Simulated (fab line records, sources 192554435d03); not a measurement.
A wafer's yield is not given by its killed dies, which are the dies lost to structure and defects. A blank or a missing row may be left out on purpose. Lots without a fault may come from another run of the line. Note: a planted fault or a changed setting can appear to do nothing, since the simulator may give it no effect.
Which tool was responsible?	flow n5_finfet	60 wafers from 20 lots sampled at 6 of the route's 1938 steps

## WHAT EACH GAUGE READ, for each wafer
The record holds no reading of a measuring or inspecting step that can be judged against a usual standard deviation.

## EACH LOT AND THE TOOL THAT RAN IT (in order: tool; ch and the chambers of the sampled wafers; start)
lot	N5_BEOL_M4_CMP_52	N5_BEOL_M5_HM_DEP_02	N5_BEOL_M5_ETCH_72	N5_BEOL_M5_STRIP_64	N5_BEOL_M5_HM_OPEN_17	N5_BEOL_M5_ETCH_75
L074	cmp-03 ch 1,2, day 7 16:48	pvd_sputter-02, day 7 19:43	rie_diel-03 ch 2,3, day 7 20:17	rie_diel-03 ch 2,3, day 7 20:28	rie_metal-02 ch 0,1, day 7 20:30	rie_diel-06 ch 0,1, day 7 23:46
L076	cmp-02 ch 0,1,3, day 8 00:38	pvd_sputter-01, day 8 03:43	rie_diel-06 ch 0,1,2, day 8 04:23	rie_diel-06 ch 0,1,2, day 8 04:34	rie_metal-03 ch 0,1, day 8 04:36	rie_diel-06 ch 0,1,2, day 8 05:52
L077	cmp-03 ch 1,2,3, day 8 07:02	pvd_sputter-03, day 8 11:55	rie_diel-03 ch 0,1,3, day 8 12:35	rie_diel-03 ch 0,1,3, day 8 12:45	rie_metal-03 ch 0,1, day 8 12:50	rie_diel-03 ch 0,3, day 8 13:42
L078	cmp-04 ch 0,1,2, day 9 01:46	pvd_sputter-02, day 9 04:23	rie_diel-05 ch 0,2,3, day 9 05:04	rie_diel-05 ch 0,2,3, day 9 05:14	rie_metal-03 ch 0,1, day 9 05:17	rie_diel-03 ch 0,1,2, day 9 06:03
L080	cmp-04 ch 0,1,3, day 9 07:49	pvd_sputter-02, day 9 13:32	rie_diel-05 ch 0,1,3, day 9 14:05	rie_diel-05 ch 0,1,3, day 9 14:16	rie_metal-03 ch 0,1, day 9 14:18	rie_diel-03 ch 0,1,3, day 9 15:46
L081	cmp-04 ch 0,1,2, day 9 21:33	pvd_sputter-02, day 10 01:14	rie_diel-06 ch 1,2, day 10 01:47	rie_diel-06 ch 1,2, day 10 01:58	rie_metal-03 ch 1, day 10 02:00	rie_diel-03 ch 0,1,3, day 10 02:49
L082	cmp-04 ch 0,1,2, day 10 01:27	pvd_sputter-01, day 10 04:33	rie_diel-05 ch 0,2,3, day 10 05:13	rie_diel-05 ch 0,2,3, day 10 05:24	rie_metal-01 ch 0, day 10 05:26	rie_diel-05 ch 0,2,3, day 10 09:32
L083	cmp-03 ch 1,2,3, day 10 06:14	pvd_sputter-02, day 10 10:04	rie_diel-05 ch 0,2,3, day 10 10:50	rie_diel-05 ch 0,2,3, day 10 11:01	rie_metal-03 ch 0, day 10 11:03	rie_diel-03 ch 0,1,2, day 10 13:46
L084	cmp-02 ch 1,2, day 10 10:19	pvd_sputter-02, day 10 13:59	rie_diel-06 ch 1,2,3, day 10 14:32	rie_diel-06 ch 1,2,3, day 10 14:42	rie_metal-01 ch 0, day 10 14:48	rie_diel-05 ch 0,1,3, day 10 19:49
L085	cmp-03 ch 1,2, day 10 13:50	pvd_sputter-01, day 10 19:49	rie_diel-06 ch 0,3, day 10 20:27	rie_diel-06 ch 0,3, day 10 20:37	rie_metal-01 ch 0,1, day 10 20:40	rie_diel-06 ch 1,2,3, day 10 21:26
L086	cmp-03 ch 1,2, day 11 07:36	pvd_sputter-01, day 11 09:54	rie_diel-05 ch 1,2,3, day 11 11:39	rie_diel-05 ch 1,2,3, day 11 11:49	rie_metal-03 ch 0,1, day 11 11:53	rie_diel-06 ch 1,2, day 11 13:55
L087	cmp-02 ch 0,1,2, day 11 15:44	pvd_sputter-03, day 11 18:49	rie_diel-03 ch 0,1, day 11 19:30	rie_diel-03 ch 0,1, day 11 19:40	rie_metal-03 ch 0,1, day 11 19:44	rie_diel-05 ch 0,2,3, day 11 20:37
L088	cmp-02 ch 1,2, day 11 16:14	pvd_sputter-02, day 11 19:01	rie_diel-05 ch 0,1,2, day 11 19:41	rie_diel-05 ch 0,1,2, day 11 19:52	rie_metal-02 ch 0,1, day 11 19:54	rie_diel-06 ch 0,1,3, day 11 20:49
L089	cmp-02 ch 0,2,3, day 12 09:37	pvd_sputter-03, day 12 12:23	rie_diel-06 ch 0,1, day 12 12:56	rie_diel-06 ch 0,1, day 12 13:06	rie_metal-02 ch 0,1, day 12 13:08	rie_diel-06 ch 0,1, day 12 14:14
L091	cmp-03 ch 0,3, day 12 15:32	pvd_sputter-01, day 12 20:13	rie_diel-06 ch 2,3, day 12 20:52	rie_diel-06 ch 2,3, day 12 21:02	rie_metal-03 ch 0,1, day 12 21:05	rie_diel-06 ch 0,1, day 12 22:13
L092	cmp-02 ch 1,3, day 12 20:25	pvd_sputter-02, day 13 00:01	rie_diel-03 ch 0,1,2, day 13 01:01	rie_diel-03 ch 0,1,2, day 13 01:11	rie_metal-03 ch 0,1, day 13 01:14	rie_diel-05 ch 0,2,3, day 13 04:22
L094	cmp-02 ch 0,2,3, day 12 21:48	pvd_sputter-01, day 13 00:34	rie_diel-06 ch 1,2,3, day 13 01:34	rie_diel-06 ch 1,2,3, day 13 01:44	rie_metal-03 ch 0,1, day 13 01:49	rie_diel-03 ch 1,2, day 13 05:12
L095	cmp-03 ch 1,2, day 13 00:29	pvd_sputter-01, day 13 03:26	rie_diel-05 ch 0,2,3, day 13 03:59	rie_diel-05 ch 0,2,3, day 13 04:10	rie_metal-03 ch 0,1, day 13 04:13	rie_diel-05 ch 0,2,3, day 13 05:25
L093	cmp-03 ch 0,2, day 13 00:59	pvd_sputter-03, day 13 04:56	rie_diel-06 ch 0,2, day 13 05:59	rie_diel-06 ch 0,2, day 13 06:09	rie_metal-03 ch 0,1, day 13 06:11	rie_diel-06 ch 1,3, day 13 10:55
L097	cmp-02 ch 1,2, day 14 08:20	pvd_sputter-01, day 14 11:28	rie_diel-05 ch 0,1,3, day 14 12:08	rie_diel-05 ch 0,1,3, day 14 12:19	rie_metal-02 ch 0,1, day 14 12:21	rie_diel-03 ch 1,2, day 14 16:13
- N5_BEOL_M4_CMP_52: polishes, stops on SiOC, t overpolish 6.8 s, target thk 40 nm.
- N5_BEOL_M5_HM_DEP_02: deposits TiN, target thk 20 nm.
- N5_BEOL_M5_ETCH_72: etches underlayer in N2/H2, target depth 6.5 nm, time 5.2 s.
- N5_BEOL_M5_STRIP_64: strips in CF4.
- N5_BEOL_M5_HM_OPEN_17: chemistry Cl2/BCl3, target TiN, target depth 20 nm, overetch 6 nm.
- N5_BEOL_M5_ETCH_75: etches underlayer in N2/H2, target depth 6.5 nm, time 5.2 s.

## AS READ BY THE TOOLS THEMSELVES (means over the sampled wafers that have a number; for cases with no such wafer, the mark the record gives instead)
N5_BEOL_M4_CMP_52. Usual: barrier_field_endpoint_s 24.8 s, standard deviation 0.77; motor_current_A 5.9 A, standard deviation 0.56; overpolish_run_s 6.800 s, standard deviation 0.0094; retaining_ring_pressure_frac 1.001, standard deviation 0.0051; time_to_endpoint_s 62 s, standard deviation 4.5.
lot	tool	barrier_field_endpoint_s (s)	motor_current_A (A)	overpolish_run_s (s)	retaining_ring_pressure_frac	time_to_endpoint_s (s)	flag
L074	cmp-03	24.3	6.1	6.797	1.001	60	
L076	cmp-02	25.4	6.6	6.799	1.003	68	
L077	cmp-03	24.6	5.9	6.802	1.010	64	
L078	cmp-04	24.9	5.9	6.804	0.999	65	
L080	cmp-04	25.2	5.6	6.797	1.000	66	
L081	cmp-04	25.8	5.7	6.799	1.004	66	
L082	cmp-04	25.7	5.7	6.801	0.995	67	
L083	cmp-03	24.9	5.8	6.809	1.000	64	
L084	cmp-02	24.7	5.4	6.803	1.003	62	
L085	cmp-03	24.9	6.2	6.798	0.995	63	
L086	cmp-03	25.2	6.3	6.799	1.007	57	
L087	cmp-02	24.7	5.7	6.802	1.001	62	
L088	cmp-02	25.1	5.9	6.787	1.001	63	
L089	cmp-02	24.2	5.6	6.802	1.002	57	
L091	cmp-03	24.8	5.5	6.797	1.001	61	
L092	cmp-02	24.0	6.4	6.793	1.002	59	
L094	cmp-02	24.3	5.6	6.797	0.999	56	
L095	cmp-03	24.6	6.1	6.802	0.999	66	
L093	cmp-03	24.6	5.8	6.804	0.995	61	
L097	cmp-02	23.8	5.3	6.800	1.000	60	

N5_BEOL_M5_HM_DEP_02. Usual: throttle_valve_pct reads 29.5 % (standard deviation 0.93).
lot	tool	throttle_valve_pct (%)	flag
L074	pvd_sputter-02	30.7	
L076	pvd_sputter-01	29.1	
L077	pvd_sputter-03	29.1	
L078	pvd_sputter-02	30.7	
L080	pvd_sputter-02	30.5	
L081	pvd_sputter-02	31.1	
L082	pvd_sputter-01	29.1	
L083	pvd_sputter-02	29.7	
L084	pvd_sputter-02	31.1	
L085	pvd_sputter-01	29.1	
L086	pvd_sputter-01	29.0	
L087	pvd_sputter-03	28.8	
L088	pvd_sputter-02	30.8	
L089	pvd_sputter-03	28.9	
L091	pvd_sputter-01	29.2	
L092	pvd_sputter-02	29.9	
L094	pvd_sputter-01	28.8	
L095	pvd_sputter-01	29.2	
L093	pvd_sputter-03	29.0	
L097	pvd_sputter-01	29.0	

N5_BEOL_M5_ETCH_72. Usual: drypump_motor_current_A 5.8 A, standard deviation 0.5; etch_rf_on_time_s 5.19 s, standard deviation 0.16; oes_product_au 0.61 a.u., standard deviation 0.051; rf_vpp_V 524.7 V, standard deviation 2.4; showerhead_plenum_p_Torr 2.58 Torr, standard deviation 0.083; throttle_valve_pct 17.97 %, standard deviation 0.24.
lot	tool	drypump_motor_current_A (A)	etch_rf_on_time_s (s)	oes_product_au (a.u.)	rf_vpp_V (V)	showerhead_plenum_p_Torr (Torr)	throttle_valve_pct (%)	flag
L074	rie_diel-03	5.7	5.31	0.64	524.0	2.60	18.28	
L076	rie_diel-06	6.0	5.26	0.62	524.7	2.56	17.78	
L077	rie_diel-03	6.1	5.24	0.59	526.3	2.64	18.28	
L078	rie_diel-05	5.9	5.09	0.62	525.3	2.60	17.89	
L080	rie_diel-05	5.5	5.08	0.60	523.8	2.60	17.98	
L081	rie_diel-06	6.0	5.20	0.61	524.5	2.56	17.76	
L082	rie_diel-05	5.9	5.05	0.62	522.8	2.59	17.90	
L083	rie_diel-05	5.9	5.03	0.61	524.2	2.59	17.89	
L084	rie_diel-06	5.9	5.16	0.62	522.1	2.49	17.82	
L085	rie_diel-06	5.5	5.26	0.60	524.4	2.55	17.80	
L086	rie_diel-05	5.9	5.19	0.59	525.0	2.60	18.10	
L087	rie_diel-03	6.1	5.27	0.58	525.9	2.64	18.15	
L088	rie_diel-05	5.6	5.11	0.61	525.3	2.64	17.94	
L089	rie_diel-06	5.7	5.31	0.58	526.8	2.61	17.78	
L091	rie_diel-06	5.7	5.17	0.61	520.0	2.41	17.89	
L092	rie_diel-03	6.0	5.32	0.59	524.4	2.61	18.20	
L094	rie_diel-06	5.9	5.14	0.61	523.5	2.48	17.83	
L095	rie_diel-05	5.9	4.93	0.70	525.1	2.59	17.77	
L093	rie_diel-06	6.1	5.31	0.59	524.3	2.55	17.91	
L097	rie_diel-05	5.5	5.05	0.67	524.9	2.59	17.90	

N5_BEOL_M5_STRIP_64. Usual: bias_power_w 75.01 W (standard deviation 0.19); cf4_flow_sccm 150.0 sccm (standard deviation 0.49); drypump_motor_current_A 5.8 A (standard deviation 0.49); oes_product_au 0.71 a.u. (standard deviation 0.053); rf_vpp_V 271.6 V (standard deviation 1.4); showerhead_plenum_p_Torr 1.81 Torr (standard deviation 0.049); throttle_valve_pct 13.66 % (standard deviation 0.18).
lot	tool	bias_power_w (W)	cf4_flow_sccm (sccm)	drypump_motor_current_A (A)	oes_product_au (a.u.)	rf_vpp_V (V)	showerhead_plenum_p_Torr (Torr)	throttle_valve_pct (%)	flag
L074	rie_diel-03	75.06	149.8	5.7	0.75	271.6	1.83	13.86	
L076	rie_diel-06	75.07	150.0	6.1	0.72	271.1	1.81	13.53	
L077	rie_diel-03	75.07	150.3	6.1	0.68	272.0	1.85	13.81	
L078	rie_diel-05	74.90	150.2	5.9	0.71	271.5	1.83	13.56	
L080	rie_diel-05	75.19	149.8	5.5	0.70	271.9	1.84	13.69	
L081	rie_diel-06	74.99	149.9	6.0	0.70	270.9	1.80	13.55	
L082	rie_diel-05	74.93	150.2	5.9	0.70	272.0	1.82	13.56	
L083	rie_diel-05	75.13	150.4	5.9	0.70	272.3	1.82	13.58	
L084	rie_diel-06	75.02	150.2	5.9	0.72	270.3	1.77	13.67	
L085	rie_diel-06	74.71	150.3	5.6	0.70	271.8	1.80	13.65	
L086	rie_diel-05	75.01	149.8	5.8	0.69	271.6	1.81	13.70	
L087	rie_diel-03	75.01	149.5	6.1	0.69	272.2	1.84	13.71	
L088	rie_diel-05	74.96	149.6	5.6	0.70	271.8	1.85	13.61	
L089	rie_diel-06	75.07	149.5	5.7	0.68	272.2	1.83	13.56	
L091	rie_diel-06	74.85	149.9	5.7	0.72	269.5	1.73	13.82	
L092	rie_diel-03	74.97	149.9	6.0	0.70	271.9	1.82	13.78	
L094	rie_diel-06	75.06	150.0	5.8	0.70	270.1	1.76	13.72	
L095	rie_diel-05	75.00	149.6	5.9	0.79	271.1	1.82	13.42	
L093	rie_diel-06	74.99	150.1	6.0	0.70	271.4	1.79	13.63	
L097	rie_diel-05	74.90	149.7	5.5	0.77	272.2	1.83	13.57	

N5_BEOL_M5_HM_OPEN_17. Usual: drypump_motor_current_A 5.7 A, standard deviation 0.33; oes_product_au 0.63 a.u., standard deviation 0.094; throttle_valve_pct 22.0 %, standard deviation 0.37.
lot	tool	drypump_motor_current_A (A)	oes_product_au (a.u.)	throttle_valve_pct (%)	flag
L074	rie_metal-02	5.2	0.62	22.2	
L076	rie_metal-03	5.7	0.57	22.0	
L077	rie_metal-03	5.7	0.56	22.0	
L078	rie_metal-03	5.7	0.56	22.0	
L080	rie_metal-03	5.8	0.62	21.8	
L081	rie_metal-03	6.0	0.67	21.5	
L082	rie_metal-01	5.9	0.57	22.5	
L083	rie_metal-03	5.6	0.52	22.3	
L084	rie_metal-01	5.9	0.56	22.5	
L085	rie_metal-01	5.5	0.64	22.2	
L086	rie_metal-03	5.8	0.61	21.8	
L087	rie_metal-03	5.8	0.61	21.8	
L088	rie_metal-02	5.1	0.63	22.3	
L089	rie_metal-02	5.0	0.64	22.3	
L091	rie_metal-03	5.7	0.78	21.9	
L092	rie_metal-03	5.8	0.70	21.8	
L094	rie_metal-03	5.9	0.71	21.7	
L095	rie_metal-03	5.7	0.77	21.9	
L093	rie_metal-03	5.7	0.76	22.0	
L097	rie_metal-02	5.1	0.63	22.3	

N5_BEOL_M5_ETCH_75. Usual: drypump_motor_current_A 5.9 A, standard deviation 0.45; etch_rf_on_time_s 5.21 s, standard deviation 0.15; oes_product_au 0.62 a.u., standard deviation 0.062; rf_vpp_V 524.6 V, standard deviation 2.6; showerhead_plenum_p_Torr 2.57 Torr, standard deviation 0.085; throttle_valve_pct 17.98 %, standard deviation 0.25.
lot	tool	drypump_motor_current_A (A)	etch_rf_on_time_s (s)	oes_product_au (a.u.)	rf_vpp_V (V)	showerhead_plenum_p_Torr (Torr)	throttle_valve_pct (%)	flag
L074	rie_diel-06	5.7	5.23	0.60	526.4	2.63	17.73	
L076	rie_diel-06	6.0	5.24	0.62	524.5	2.57	17.79	
L077	rie_diel-03	5.9	5.26	0.60	528.2	2.65	18.22	
L078	rie_diel-03	6.0	5.32	0.60	524.6	2.62	18.16	
L080	rie_diel-03	6.1	5.24	0.58	526.5	2.64	18.29	
L081	rie_diel-03	6.0	5.23	0.58	526.4	2.64	18.31	
L082	rie_diel-05	5.9	5.06	0.61	525.4	2.59	17.89	
L083	rie_diel-03	6.0	5.31	0.60	526.1	2.62	18.18	
L084	rie_diel-05	5.5	5.04	0.61	525.5	2.60	17.99	
L085	rie_diel-06	5.8	5.12	0.62	522.5	2.48	17.81	
L086	rie_diel-06	6.4	5.28	0.61	522.7	2.49	17.88	
L087	rie_diel-05	5.9	5.04	0.61	525.9	2.59	17.91	
L088	rie_diel-06	5.5	5.27	0.59	523.8	2.54	17.78	
L089	rie_diel-06	5.8	5.35	0.57	526.2	2.61	17.78	
L091	rie_diel-06	5.7	5.22	0.57	525.8	2.60	17.74	
L092	rie_diel-05	5.9	5.09	0.70	524.9	2.59	17.76	
L094	rie_diel-03	6.1	5.30	0.58	524.9	2.61	18.24	
L095	rie_diel-05	5.9	5.02	0.69	525.2	2.59	17.77	
L093	rie_diel-06	5.4	5.19	0.59	521.9	2.46	17.79	
L097	rie_diel-03	6.2	5.29	0.75	526.2	2.61	17.98	

## THE ANSWER, worked out from the rows above alone
Rule: a lot is off if the mean of its wafers that have a number lies more than 3 standard deviations from the usual mean. Also off: a lot with no number at a reading for which 4 or more lots have one. All remaining lots with rows at the step are treated as sound. Order of review: gauges by route order, followed by the tools' own readings, for which a lot's mean as printed above is used. At the first step where some lot is off, the reading lying furthest off is the one used; lots without a number count as furthest.
Across all readings shown, no lot is off: no conclusion can be drawn from this.

## WHAT THE SIMULATOR PUT IN
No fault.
